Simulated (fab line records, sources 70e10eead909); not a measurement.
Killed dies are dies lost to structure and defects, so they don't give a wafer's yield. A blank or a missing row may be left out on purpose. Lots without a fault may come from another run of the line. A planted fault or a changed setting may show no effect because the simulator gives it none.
One fault seen from 3 desks | flow nand_harc | each desk has only its own numbers; what lay behind them comes last

THE TOOL OWNER'S DESK: rie_diel-09
The tool's own readings at NHARC_P_ZERO_WELL_ETCH_65 (etches the open film in N2/H2, target depth 80 nm, overetch 24 nm, time 87.88 s): means of the sampled wafers that have a number, for each lot that ran on this tool. A lot is out of limits, marked OUT, if its mean lies more than 4 standard deviations from the usual mean; the brackets give that distance. Of its 8 readings 7 are shown: the one that was out of limits first, and those that lie furthest out on some lot.
Columns: A = chamber_pressure_mTorr at NHARC_P_ZERO_WELL_ETCH_65, usual 30.00 mTorr; B = drypump_motor_current_A at NHARC_P_ZERO_WELL_ETCH_65, usual 5.6 A; C = oes_product_au at NHARC_P_ZERO_WELL_ETCH_65, usual 1.001 a.u.; D = rf_vpp_V at NHARC_P_ZERO_WELL_ETCH_65, usual 430.8 V; E = run_length_s at NHARC_P_ZERO_WELL_ETCH_65, usual 109.4 s; F = showerhead_plenum_p_Torr at NHARC_P_ZERO_WELL_ETCH_65, usual 2.05 Torr; G = throttle_valve_pct at NHARC_P_ZERO_WELL_ETCH_65, usual 14.172 %
lot  | first seen here | A     | B   | C     | D     | E                | F    | G
L259 | day 1 23:13     | 30.01 | 5.6 | 0.993 | 433.3 | 109.5            | 2.11 | 14.164
L261 | day 2 17:22     | 30.02 | 6.0 | 0.996 | 431.0 | 109.6            | 2.06 | 14.165
L264 | day 3 23:21     | 30.02 | 5.9 | 1.012 | 431.7 | 109.4            | 2.08 | 14.180
L275 | day 8 13:30     | 29.98 | 5.7 | 0.975 | 430.9 | 109.5            | 2.04 | 14.161
L280 | day 10 15:24    | 30.01 | 5.9 | 0.991 | 431.5 | 112.3 (+6.5) OUT | 2.07 | 14.173
L281 | day 11 01:26    | 29.99 | 6.3 | 0.999 | 430.9 | 112.4 (+6.8) OUT | 2.05 | 14.169
This desk's finding: out of limits on L280, L281; first on L280, day 10 15:24 (run_length_s at NHARC_P_ZERO_WELL_ETCH_65). In limits: L259, L261, L264, L275.

THE METROLOGY DESK
What the gauges read, lot by lot, whatever tool the lot ran on: means of the sampled wafers that have a number. A lot is out of limits, marked OUT, if its mean lies more than 4 standard deviations from the usual mean; the brackets give that distance.
Columns: A = overlay_x_nm at NHARC_P_STI_OVL_MEAS_10, usual 5 nm; B = overlay_y_nm at NHARC_P_STI_OVL_MEAS_10, usual -1 nm
lot  | first seen here | A  | B
L259 | day 2 20:45     | 14 | -11
L261 | day 3 17:14     | -5 | -2
L263 | day 4 11:25     | 7  | -1
L264 | day 4 23:22     | 19 | 16
L270 | day 7 11:05     | 12 | 9
L272 | day 8 04:43     | -0 | 2
L273 | day 8 16:02     | 7  | -4
L275 | day 9 11:41     | -9 | 1
L279 | day 11 07:50    | 2  | 2
L280 | day 11 15:37    | 11 | 1
L281 | day 12 01:02    | 1  | -1
L282 | day 12 11:04    | -4 | 8
This desk's finding: nothing out of limits on any of the 12 lots.

THE DEFECT DESK
What the inspections along the route counted, lot by lot: means of the sampled wafers that have a number. A lot is out of limits, marked OUT, if its mean lies more than 4 standard deviations from the usual mean; the brackets give that distance.
Columns: A = raw_defect_count at NHARC_P_START_INSPECT_01, usual 4.0
lot  | first seen here | A
L259 | day 1 20:02     | 3.3
L261 | day 2 16:03     | 2.3
L263 | day 3 12:02     | 4.7
L264 | day 3 22:02     | 3.3
L270 | day 6 10:03     | 4.7
L272 | day 7 06:02     | 5.7
L273 | day 7 16:02     | 3.7
L275 | day 8 12:02     | 4.3
L279 | day 10 04:02    | 2.3
L280 | day 10 14:02    | 3.7
L281 | day 11 00:02    | 3.0
L282 | day 11 10:03    | 3.7
This desk's finding: nothing out of limits on any of the 12 lots.

PUT TOGETHER
The tool owner's desk could have raised an alarm at day 10 15:24, on L280, L281.
The metrology desk saw nothing out of limits.
The defect desk saw nothing out of limits.
The metrology desk has L280, L281 on record, within its limits.
The defect desk has L280, L281 on record, within its limits.
Of the lots named, all ran NHARC_P_ZERO_WELL_ETCH_65 on rie_diel-09.

WHAT THE SIMULATOR HAD PUT IN
Process parameter drift: rie_diel-09, from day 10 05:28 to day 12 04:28, at NHARC_P_ZERO_WELL_ETCH_65. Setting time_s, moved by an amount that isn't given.
Lots struck among those shown: L280, L281.
Hours from the fault's start to each desk's first reading out of limits: the tool owner's desk, 10.
